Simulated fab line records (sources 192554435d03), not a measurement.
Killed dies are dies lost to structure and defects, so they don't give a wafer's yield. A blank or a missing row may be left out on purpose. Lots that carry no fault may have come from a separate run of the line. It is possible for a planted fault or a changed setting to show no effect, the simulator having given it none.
fab line records	flow n5-finfet
record lots=14	wafers=41	last-day=18
route steps=1938 shown MOL_CONTACT_COAG@630 BEOL_M0_SAQP@635 BEOL_M4@1111
lots that met no fault: from a run of the same line without faults
start-h: the number of hours between the record's first day and the start of the first shown wafer of the lot	wait-h: time in hours since the lot's previous step	" same as the row above	L1.1+2: a single row standing in for several wafers	- no value, or no start given	* or withheld: withheld	< > ~ a bound
route shown NAME@n: NAME is a module with steps in the file, n the number in the route of the first one	usual: mean/standard deviation of fault-free wafers	same: alike in all rows	chamber/n: place in a boat	sites: each site's reading	_std_site: their standard deviation	_edge_site: mean of outer sites minus mean of inner sites	radius-mm: how far each site lies from the wafer's centre	mask NAME#n: copy n	behind: the tool/chamber that last shaped the wafer	hold: reason for holding the lot/hours on hold/outcome of the hold	device: the n, p or np transistor that did not switch	end of line: tests run on the same wafers once the route is complete	for a step that has no rows: nothing shown but its recipe	killed: at the first sort, the dies lost to defects and structure; wafer yield is something else	map: per-die view of a wafer (x killed, . not killed, _ where there is no die)
set.NAME: the setting as run; set.NAME@STEP: as run at that earlier step	model.NAME: the simulator's own value behind a step, which no gauge read
a sample of lots followed through the steps of the route, with each step as a table and each wafer as a row
services: from which hour (start-h, from the record's first day; less than 0 if before it) a tool's chamber was out of use, for how many hours, and why
## steps
# step N5_MOL_CONTACT_COAG_INSPECT_97
# recipe inspect-instrument=darkfield	mode=post-anneal
# usual raw-defect-count=42/17
lot.wafer	tool	chamber	start-h	wait-h	raw-defect-count
L808.3	defect-inspect-02	-	141.06	0.1	34
L808.4	"	-	"	"	36
L808.6	"	-	"	"	36
L809.3	defect-inspect-01	-	144.23	0.1	51
L809.4	"	-	"	"	48
L809.5	"	-	"	"	71
L814.2	defect-inspect-02	-	189.64	0.0	66
L814.4	"	-	"	"	85
L815.1	defect-inspect-01	-	208.08	0.0	30
L815.4	"	-	"	"	25
L815.5	"	-	"	"	36
L817.1	defect-inspect-01	-	211.08	0.0	30
L817.4	"	-	"	"	27
L817.6	"	-	"	"	35
L816.2	defect-inspect-02	-	211.10	0.1	60
L816.5	"	-	"	"	46
L816.6	"	-	"	"	65
L818.2	defect-inspect-01	-	214.10	0.1	38
L818.4	"	-	"	"	16
L818.5	"	-	"	"	35
L819.2	defect-inspect-02	-	214.10	0.1	31
L819.5	"	-	"	"	30
L819.6	"	-	"	"	46
L820.4	defect-inspect-02	-	217.14	0.1	66
L820.5	"	-	"	"	27
L820.6	"	-	"	"	28
L821.1	defect-inspect-01	-	223.25	0.0	21
L821.2	"	-	"	"	31
L821.6	"	-	"	"	39
L822.1	defect-inspect-02	-	226.23	0.0	42
L822.4	"	-	"	"	50
L822.5	"	-	"	"	48
L823.1	defect-inspect-02	-	239.38	0.0	29
L823.3	"	-	"	"	37
L823.4	"	-	"	"	32
L824.3	defect-inspect-02	-	242.40	0.1	43
L824.4	"	-	"	"	60
L824.6	"	-	"	"	40
L825.2	defect-inspect-02	-	249.32	0.0	38
L825.3	"	-	"	"	45
L825.5	"	-	"	"	72
# step N5_BEOL_M0_SAQP_PECVD_03
# recipe material=SiCN	target-thk-a=120	temp-c=withheld	precursor=3MS/NH3	pressure-torr=3	rf-w=202	time-s=21.1
# usual chamber-pressure-Torr=2.999/0.0059	rf-fwd-power-W=199.2/1.1	showerhead-plenum-p-Torr=3.666/0.02	throttle-valve-pct=8.9/0.3
# same time-s=21.1
lot.wafer	tool	chamber	start-h	wait-h	chamber-pressure-Torr	rf-fwd-power-W	showerhead-plenum-p-Torr	throttle-valve-pct
L808.3	pecvd-04	2	142.08	0.1	2.998	199.2	3.682	9.1
L808.4	"	2	"	"	2.992	199.6	3.679	9.4
L808.6	"	1	"	"	2.995	199.2	3.647	9.2
L809.3	pecvd-03	1	146.07	0.1	2.989	200.1	3.665	9.5
L809.4	"	1	"	"	2.999	199.2	3.677	9.3
L809.5	"	0	"	"	2.994	198.1	3.708	8.6
L814.2	pecvd-04	0	190.90	0.1	2.999	201.2	3.647	8.8
L814.4	"	0	"	"	2.998	200.6	3.645	8.6
L815.1	pecvd-03	2	209.54	0.1	2.995	199.5	3.679	8.5
L815.4	"	0	"	"	2.995	198.9	3.698	8.7
L815.5	"	2	"	"	2.993	200.5	3.686	8.9
L816.2	pecvd-04	1	212.62	0.1	2.988	199.5	3.653	9.2
L816.5	"	1	"	"	2.993	198.8	3.647	9.2
L816.6	"	2	"	"	2.996	200.3	3.683	9.3
L817.1	pecvd-03	2	212.72	0.1	3.006	200.6	3.686	8.8
L817.4	"	2	"	"	3.007	201.1	3.692	8.6
L817.6	"	0	"	"	3.005	198.6	3.705	8.4
L819.2	pecvd-02	2	214.93	0.1	3.002	197.8	3.670	8.7
L819.5	"	1	"	"	3.004	197.5	3.646	8.9
L819.6	"	2	"	"	2.998	198.6	3.672	8.4
L818.2	pecvd-02	0	215.17	0.1	3.005	199.7	3.655	8.7
L818.4	"	1	"	"	2.996	197.3	3.635	8.9
L818.5	"	2	"	"	2.998	200.2	3.671	8.5
L820.4	pecvd-04	0	219.23	0.1	2.997	199.8	3.641	8.6
L820.5	"	2	"	"	2.996	199.7	3.667	9.1
L820.6	"	1	"	"	3.002	199.1	3.651	9.0
L821.1	pecvd-02	2	225.45	0.1	3.002	197.9	3.654	8.6
L821.2	"	0	"	"	2.987	199.1	3.667	8.6
L821.6	"	2	"	"	3.006	198.5	3.669	8.8
L822.1	pecvd-03	0	227.31	0.1	2.998	198.7	3.702	8.8
L822.4	"	1	"	"	2.988	198.4	3.665	9.4
L822.5	"	2	"	"	3.008	199.4	3.688	8.9
L823.1	pecvd-04	0	241.29	0.1	3.002	199.7	3.641	8.9
L823.3	"	1	"	"	2.999	198.8	3.651	9.3
L823.4	"	0	"	"	3.005	199.3	3.648	8.8
L824.3	pecvd-04	2	244.06	0.1	3.010	199.3	3.678	9.5
L824.4	"	0	"	"	3.005	200.5	3.633	8.7
L824.6	"	2	"	"	3.011	199.5	3.674	9.1
L825.2	pecvd-02	2	250.07	0.1	2.992	198.8	3.664	8.5
L825.3	"	2	"	"	3.003	198.5	3.681	8.6
L825.5	"	2	"	"	2.999	198.8	3.669	8.5
# step N5_BEOL_M0_SAQP_PECVD_96
# recipe material=a-Si	target-thk-a=450	temp-c=350	precursor=SiH4/He	pressure-torr=3	rf-w=100	time-s=45.2
# usual chamber-pressure-Torr=2.999/0.0061	heater-power-outer-w=340/31	heater-power-w=582/35	showerhead-plenum-p-Torr=5.67/0.079	throttle-valve-pct=17.9/0.56	time-s=45.2/0
lot.wafer	tool	chamber	start-h	wait-h	chamber-pressure-Torr	heater-power-outer-w	heater-power-w	showerhead-plenum-p-Torr	throttle-valve-pct	time-s
L808.3	pecvd-04	2	142.11	0.0	-	-	-	-	-	-
L808.4	"	2	"	"	-	-	-	-	-	-
L808.6	"	1	"	"	-	-	-	-	-	-
L809.3	pecvd-03	1	146.10	0.0	-	-	-	-	-	-
L809.4	"	1	"	"	-	-	-	-	-	-
L809.5	"	0	"	"	-	-	-	-	-	-
L814.2	pecvd-04	0	190.93	0.0	2.988	356	554	5.57	17.5	45.2
L814.4	"	0	"	"	2.998	354	553	5.57	17.6	45.2
L815.1	pecvd-03	2	209.57	0.0	2.993	330	601	5.74	18.0	45.2
L815.4	"	0	"	"	2.993	352	580	5.81	17.4	45.2
L815.5	"	2	"	"	3.000	343	626	5.76	17.7	45.2
L816.2	pecvd-04	1	212.65	0.0	3.006	349	613	5.60	18.6	45.2
L816.5	"	1	"	"	3.000	346	619	5.59	18.7	45.2
L816.6	"	2	"	"	3.001	295	514	5.71	18.6	45.2
L817.1	pecvd-03	2	212.75	0.0	2.996	290	576	5.74	17.5	45.2
L817.4	"	2	"	"	3.005	296	587	5.74	17.7	45.2
L817.6	"	0	"	"	3.001	295	531	5.79	17.4	45.2
L819.2	pecvd-02	2	214.96	0.0	3.002	412	628	5.70	17.1	45.2
L819.5	"	1	"	"	2.998	320	550	5.59	18.2	45.2
L819.6	"	2	"	"	3.001	412	631	5.68	17.2	45.2
L818.2	pecvd-02	0	215.20	0.0	2.995	328	532	5.66	17.5	45.2
L818.4	"	1	"	"	2.993	336	587	5.58	17.9	45.2
L818.5	"	2	"	"	2.981	388	582	5.66	17.1	45.2
L820.4	pecvd-04	0	219.27	0.0	2.995	379	591	5.55	17.8	45.2
L820.5	"	2	"	"	2.990	329	563	5.73	18.5	45.2
L820.6	"	1	"	"	2.999	361	638	5.59	18.5	45.2
L821.1	pecvd-02	2	225.47	0.0	2.998	403	613	5.68	17.4	45.2
L821.2	"	0	"	"	3.004	319	538	5.65	17.4	45.2
L821.6	"	2	"	"	3.001	412	612	5.68	17.4	45.2
L822.1	pecvd-03	0	227.33	0.0	2.996	345	582	5.81	17.5	45.2
L822.4	"	1	"	"	2.991	324	605	5.69	18.8	45.2
L822.5	"	2	"	"	2.993	355	637	5.76	17.5	45.2
L823.1	pecvd-04	0	241.32	0.0	2.994	359	575	5.56	17.5	45.2
L823.3	"	1	"	"	3.006	352	616	5.59	18.7	45.2
L823.4	"	0	"	"	2.988	365	587	5.58	17.7	45.2
L824.3	pecvd-04	2	244.09	0.0	3.007	305	524	5.75	18.8	45.2
L824.4	"	0	"	"	3.001	378	588	5.58	17.4	45.2
L824.6	"	2	"	"	2.995	316	544	5.73	18.5	45.2
L825.2	pecvd-02	2	250.11	0.0	3.010	347	554	5.70	17.1	45.2
L825.3	"	2	"	"	2.991	342	563	5.69	17.0	45.2
L825.5	"	2	"	"	2.994	354	562	5.67	17.3	45.2
# step N5_BEOL_M0_SAQP_PECVD_04
# recipe material=a-Si	target-thk-a=600	temp-c=350	precursor=SiH4/He	pressure-torr=3	rf-w=100	time-s=60.2
# usual chamber-pressure-Torr=3.000/0.0073	heater-power-outer-w=338/31	heater-power-w=581/40	showerhead-plenum-p-Torr=5.67/0.08	throttle-valve-pct=17.9/0.57
# same time-s=60.2
lot.wafer	tool	chamber	start-h	wait-h	chamber-pressure-Torr	heater-power-outer-w	heater-power-w	showerhead-plenum-p-Torr	throttle-valve-pct
L808.3	pecvd-04	2	142.20	0.0	2.992	322	574	5.71	18.4
L808.4	"	2	"	"	2.999	327	562	5.75	18.2
L808.6	"	1	"	"	2.999	344	613	5.60	18.5
L809.3	pecvd-03	1	146.19	0.0	2.994	368	664	5.68	18.8
L809.4	"	1	"	"	2.996	372	651	5.70	18.8
L809.5	"	0	"	"	2.996	324	569	5.80	17.4
L814.2	pecvd-04	0	191.02	0.0	2.997	353	558	5.58	17.5
L814.4	"	0	"	"	2.997	370	562	5.57	17.3
L815.1	pecvd-03	2	209.66	0.0	2.998	329	619	5.75	17.4
L815.4	"	0	"	"	3.003	349	619	5.81	17.5
L815.5	"	2	"	"	3.016	331	620	5.76	17.7
L816.2	pecvd-04	1	212.74	0.0	2.999	361	609	5.61	18.5
L816.5	"	1	"	"	3.000	368	602	5.60	18.6
L816.6	"	2	"	"	2.988	327	569	5.76	18.5
L817.1	pecvd-03	2	212.84	0.0	3.008	321	599	5.75	17.7
L817.4	"	2	"	"	3.003	319	599	5.74	17.6
L817.6	"	0	"	"	3.007	287	532	5.81	17.4
L819.2	pecvd-02	2	215.04	0.0	2.995	417	633	5.66	17.0
L819.5	"	1	"	"	3.008	283	523	5.58	18.1
L819.6	"	2	"	"	3.004	415	629	5.68	17.2
L818.2	pecvd-02	0	215.28	0.0	3.002	292	497	5.64	17.6
L818.4	"	1	"	"	2.995	317	553	5.58	17.8
L818.5	"	2	"	"	3.006	375	592	5.67	17.5
L820.4	pecvd-04	0	219.36	0.0	2.995	362	584	5.57	17.6
L820.5	"	2	"	"	3.010	304	537	5.73	18.4
L820.6	"	1	"	"	2.996	350	608	5.60	18.6
L821.1	pecvd-02	2	225.56	0.0	3.003	382	585	5.69	17.2
L821.2	"	0	"	"	3.008	295	514	5.66	17.7
L821.6	"	2	"	"	2.994	375	600	5.69	17.2
L822.1	pecvd-03	0	227.42	0.0	2.997	290	546	5.80	17.1
L822.4	"	1	"	"	2.998	332	613	5.69	18.8
L822.5	"	2	"	"	3.003	332	604	5.76	17.5
L823.1	pecvd-04	0	241.40	0.0	3.001	367	569	5.55	17.2
L823.3	"	1	"	"	3.002	334	598	5.61	18.7
L823.4	"	0	"	"	3.003	354	580	5.57	17.8
L824.3	pecvd-04	2	244.17	0.0	3.010	338	592	5.72	18.5
L824.4	"	0	"	"	2.985	357	567	5.58	17.5
L824.6	"	2	"	"	2.996	347	601	5.73	18.9
L825.2	pecvd-02	2	250.24	0.0	2.984	356	568	5.68	17.3
L825.3	"	2	"	"	2.991	355	572	5.68	17.3
L825.5	"	2	"	"	3.001	353	558	5.66	17.2
# step N5_BEOL_M0_SAQP_MANDREL_ETCH_103
# recipe chemistry=HBr/Cl2	target=a-Si	target-depth-a=450	bt-time-s=10	stop-on=SiCN	mask-material=SiO2	over-etch-frac=0.8	time-s=27	pressure-mtorr=10	icp-w=800	bias-w=75	HBr_flow_sccm=150	Cl2_flow_sccm=80	ends=end-point
# usual bias-w=75.03/0.21	drypump-motor-current-A=5.7/0.42	oes-product-au=0.686/0.013	throttle-valve-pct=35.5/0.33
lot.wafer	tool	chamber	start-h	wait-h	bias-w	drypump-motor-current-A	oes-product-au	rf-hours-counter-h	throttle-valve-pct
L808.3	rie-si-02	2	144.50	0.0	75.10	5.4	0.287	179	36.2
L808.4	"	0	"	"	75.06	5.7	0.288	141	36.3
L808.6	"	0	"	"	75.17	5.7	0.288	-	36.3
L809.3	rie-si-02	2	148.84	0.0	75.24	5.4	0.289	179	36.2
L809.4	"	0	"	"	74.97	5.8	0.282	141	36.3
L809.5	"	3	"	"	75.45	5.5	0.283	-	36.2
L814.2	rie-si-05	1	193.71	0.0	75.22	5.4	0.675	1	35.6
L814.4	"	0	"	"	75.40	6.0	0.691	0	35.8
L815.1	rie-si-05	1	212.09	0.0	74.82	5.4	0.682	1	35.6
L815.4	"	3	"	"	74.59	6.5	0.698	31	36.2
L815.5	"	0	"	"	75.02	6.0	0.684	-	35.8
L816.2	rie-si-05	3	215.61	0.0	75.41	6.6	0.690	31	36.3
L816.5	"	2	"	"	74.88	5.4	0.699	-	35.3
L816.6	"	3	"	"	75.07	6.5	0.697	-	36.2
L817.1	rie-si-02	1	216.50	0.0	75.06	5.7	0.692	40	35.0
L817.4	"	3	"	"	75.20	5.5	0.665	180	35.3
L817.6	"	1	"	"	75.04	5.7	0.691	-	34.9
L819.2	rie-si-06	2	217.60	0.0	74.99	5.3	0.697	106	35.6
L819.5	"	3	"	"	74.97	5.9	0.690	-	35.5
L819.6	"	2	"	"	74.92	5.3	0.701	-	35.6
L818.2	rie-si-06	0	218.14	0.0	75.11	5.6	0.676	5	35.1
L818.4	"	1	"	"	74.87	5.1	0.680	3	35.5
L818.5	"	1	"	"	74.91	5.1	0.681	-	35.5
L820.4	rie-si-06	0	222.44	0.0	75.22	5.6	0.673	5	35.1
L820.5	"	1	"	"	75.27	5.1	0.665	-	35.5
L820.6	"	0	"	"	74.76	5.6	0.684	-	35.1
L821.1	rie-si-02	3	229.40	0.0	75.11	5.5	0.677	180	35.3
L821.2	"	2	"	"	74.60	5.4	0.678	180	35.3
L821.6	"	2	"	"	74.83	5.4	0.708	-	35.3
L822.1	rie-si-05	1	230.11	0.0	75.00	5.4	0.696	2	35.6
L822.4	"	0	"	"	74.86	6.0	0.713	1	35.7
L822.5	"	1	"	"	74.88	5.4	0.690	-	35.6
L823.1	rie-si-06	2	243.69	0.0	74.86	5.4	0.694	106	35.6
L823.3	"	3	"	"	75.04	5.9	0.673	165	35.5
L823.4	"	1	"	"	75.03	5.1	0.677	3	35.5
L824.3	rie-si-06	2	246.74	0.0	74.78	5.3	0.702	107	35.6
L824.4	"	0	"	"	75.13	5.7	0.685	6	35.0
L824.6	"	0	"	"	75.18	5.6	0.677	-	35.1
L825.2	rie-si-06	3	252.68	0.0	75.44	5.9	0.672	165	35.5
L825.3	"	0	"	"	75.38	5.6	0.669	6	35.1
L825.5	"	3	"	"	75.29	5.9	0.682	-	35.5
# step N5_BEOL_M0_SAQP_CD_MEAS_29
# recipe target-cd-nm=14.4	landing-energy-ev=1000	detector=se-inlens
# usual cd-nm=14.98/0.23
lot.wafer	tool	chamber	start-h	wait-h	cd-nm
L808.3	cd-sem-01	0	146.16	0.1	-
L808.4	"	0	"	"	-
L808.6	"	0	"	"	-
L809.3	cd-sem-03	0	150.51	0.1	-
L809.4	"	0	"	"	-
L809.5	"	0	"	"	-
L814.2	cd-sem-01	0	196.29	0.1	15.16
L814.4	"	0	"	"	14.57
L815.1	cd-sem-01	0	213.73	0.1	14.83
L815.4	"	0	"	"	14.85
L815.5	"	0	"	"	15.09
L816.2	cd-sem-01	0	217.28	0.1	14.46
L816.5	"	0	"	"	15.01
L816.6	"	0	"	"	14.90
L817.1	cd-sem-02	0	219.16	0.1	14.97
L817.4	"	0	"	"	15.13
L817.6	"	0	"	"	15.00
L819.2	cd-sem-03	0	219.63	0.1	14.97
L819.5	"	0	"	"	14.72
L819.6	"	0	"	"	14.76
L818.2	cd-sem-02	0	220.09	0.1	14.69
L818.4	"	0	"	"	14.94
L818.5	"	0	"	"	14.76
L820.4	cd-sem-02	0	225.15	0.1	14.85
L820.5	"	0	"	"	14.68
L820.6	"	0	"	"	15.17
L821.1	cd-sem-02	0	231.33	0.1	15.25
L821.2	"	0	"	"	14.50
L821.6	"	0	"	"	14.90
L822.1	cd-sem-03	0	234.69	0.1	14.72
L822.4	"	0	"	"	15.14
L822.5	"	0	"	"	14.69
L823.1	cd-sem-01	0	245.70	0.1	14.73
L823.3	"	0	"	"	15.06
L823.4	"	0	"	"	15.29
L824.3	cd-sem-02	0	248.57	0.1	14.69
L824.4	"	0	"	"	14.89
L824.6	"	0	"	"	15.26
L825.2	cd-sem-03	0	254.27	0.1	15.14
L825.3	"	0	"	"	15.13
L825.5	"	0	"	"	15.19
# step N5_BEOL_M4_RC_MEAS_101
# usual DIBL_N=36.5/1.4	DIBL_P=36.6/1.9	IOFF_N=0.167/0.029	IOFF_P=0.21/0.033	ION_N=674/12	ION_P=460/8.9	SS_N=71.6/0.57	SS_P=73.4/0.61	VT_N=249/3.3	VT_P=-250/3.3
lot.wafer	tool	chamber	start-h	wait-h	DIBL_N[mV/V]	DIBL_P[mV/V]	IOFF_N[nA/um]	IOFF_P[nA/um]	ION_N[uA/um]	ION_P[uA/um]	SS_N[mV/dec]	SS_P[mV/dec]	VT_N[mV]	VT_P[mV]
L814.2	prober-02	0	242.24	0.2	38.6	40.1	0.216	0.23	691	465	72.2	74.6	244	-252
L814.4	"	0	"	"	37.4	36.5	0.170	0.17	667	449	72.1	73.5	249	-255
L815.1	prober-02	0	261.62	0.4	36.3	35.4	0.172	0.21	667	456	71.7	74.1	248	-250
L815.4	"	0	"	"	36.7	35.9	0.179	0.22	674	460	71.3	74.2	249	-250
L815.5	"	0	"	"	35.4	33.3	0.136	0.17	656	450	71.5	72.9	255	-254
L816.2	prober-02	0	263.80	0.2	38.3	39.6	0.211	0.29	697	479	71.4	73.7	248	-245
L816.5	"	0	"	"	39.2	40.3	0.215	0.29	685	469	72.0	74.0	246	-244
L816.6	"	0	"	"	35.4	35.6	0.146	0.21	673	468	71.3	72.5	249	-250
L817.1	prober-01	0	265.74	0.0	37.8	38.8	0.196	0.22	677	460	71.7	73.6	245	-248
L817.4	"	0	"	"	36.9	37.7	0.180	0.21	685	464	71.3	73.5	247	-250
L817.6	"	0	"	"	35.8	36.3	0.148	0.19	670	461	71.3	73.9	249	-252
L818.2	prober-01	0	268.55	0.2	36.4	35.7	0.127	0.16	656	444	71.0	72.9	255	-257
L818.4	"	0	"	"	40.3	39.6	0.217	0.22	674	453	72.3	74.0	245	-252
L818.5	"	0	"	"	36.8	35.8	0.137	0.16	656	449	71.5	73.3	252	-258
L819.2	prober-02	0	269.37	0.2	35.6	35.7	0.135	0.16	662	445	71.4	72.4	255	-255
L819.5	"	0	"	"	36.2	36.2	0.152	0.17	664	446	70.7	73.0	249	-255
L819.6	"	0	"	"	37.4	37.4	0.164	0.20	674	454	72.3	72.9	251	-255
L821.1	prober-02	0	286.76	0.0	35.4	35.2	0.142	0.17	675	463	71.0	72.1	249	-251
L821.2	"	0	"	"	36.2	34.6	0.146	0.16	669	446	71.2	73.0	252	-256
L821.6	"	0	"	"	35.8	35.9	0.151	0.18	684	466	71.3	73.0	252	-254
L822.1	prober-02	0	289.57	0.0	36.3	36.5	0.160	0.20	671	456	72.0	74.1	248	-253
L822.4	"	0	"	"	35.6	36.2	0.138	0.20	660	451	71.5	73.5	254	-255
L822.5	"	0	"	"	35.4	35.1	0.140	0.19	673	459	70.9	74.4	252	-253
L820.4	prober-01	0	289.69	0.5	37.9	38.4	0.174	0.24	668	462	72.1	73.4	248	-251
L820.5	"	0	"	"	39.4	41.1	0.228	0.29	703	481	71.8	74.9	245	-247
L820.6	"	0	"	"	38.6	38.5	0.181	0.23	658	452	71.8	73.6	250	-251
L823.1	prober-02	0	295.18	0.0	34.0	34.6	0.139	0.20	679	465	71.0	72.8	250	-249
L823.3	"	0	"	"	36.4	37.1	0.179	0.24	669	466	72.0	73.6	247	-243
L823.4	"	0	"	"	36.2	37.3	0.174	0.25	674	467	71.8	73.0	248	-245
L824.3	prober-01	0	304.14	0.3	36.3	35.9	0.147	0.21	659	459	71.3	72.9	253	-249
L824.4	"	0	"	"	38.2	37.1	0.161	0.23	665	457	71.4	73.6	250	-250
L824.6	"	0	"	"	37.6	37.4	0.169	0.24	668	464	72.0	73.7	246	-249
L825.2	prober-01	0	308.71	0.2	35.2	34.8	0.133	0.19	649	452	72.1	72.1	252	-252
L825.3	"	0	"	"	35.4	35.0	0.141	0.20	670	462	71.4	72.8	250	-251
L825.5	"	0	"	"	36.6	36.5	0.165	0.21	663	447	72.4	71.9	249	-251
## services
tool	chamber	start-h	hours	kind
pecvd-02	0	120.07	2.1	scheduled-down
pecvd-04	-	120.08	3.5	repair
rie-si-05	0	146.12	-	clean
rie-si-05	0	146.12	25.2	scheduled-down
rie-si-05	0	146.12	25.2	vent-cycle
pecvd-03	1	157.84	3.6	repair
pecvd-02	0	158.88	-	calibration
rie-si-05	3	179.11	1.7	repair
pecvd-02	0	206.64	4.7	repair
rie-si-05	1	213.17	7.1	repair
pecvd-03	-	238.67	4.3	pm
pecvd-02	1	248.81	16.5	scheduled-down
## key
first-sign step=N5_BEOL_M0_SAQP_PECVD_96	reading=tool-record	direction=missing
effect step=N5_BEOL_M0_SAQP_MANDREL_ETCH_103	reading=oes-product-au	direction=down	sigmas=30	usual=0.686	struck=0.286
effect step=N5_BEOL_M0_SAQP_CD_MEAS_29	reading=cd-nm	direction=missing
met-at N5_BEOL_M0_SAQP_PECVD_96
struck-lots L808,L809
later-rows-left-out L808.3,L808.4,L808.6,L809.3,L809.4,L809.5
sort-left-out L808.3,L808.4,L808.6,L809.3,L809.4,L809.5
not-acting-at N5_MOL_CONTACT_COAG_INSPECT_97,N5_BEOL_M0_SAQP_PECVD_03,N5_BEOL_M0_SAQP_PECVD_04
fault kind=skipped-step-whole	tool=pecvd-03,pecvd-04	chamber=-	onset-h=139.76	steps=N5_BEOL_M0_SAQP_PECVD_96	scope=struck-lots-only
# sort-left-out: the simulated sort isn't trusted on such a fault, so these wafers' sort isn't shown, and their yield isn't known
# later-rows-left-out: the simulator's readings of these wafers behind a module that went badly wrong aren't trusted and aren't shown, but for the sort
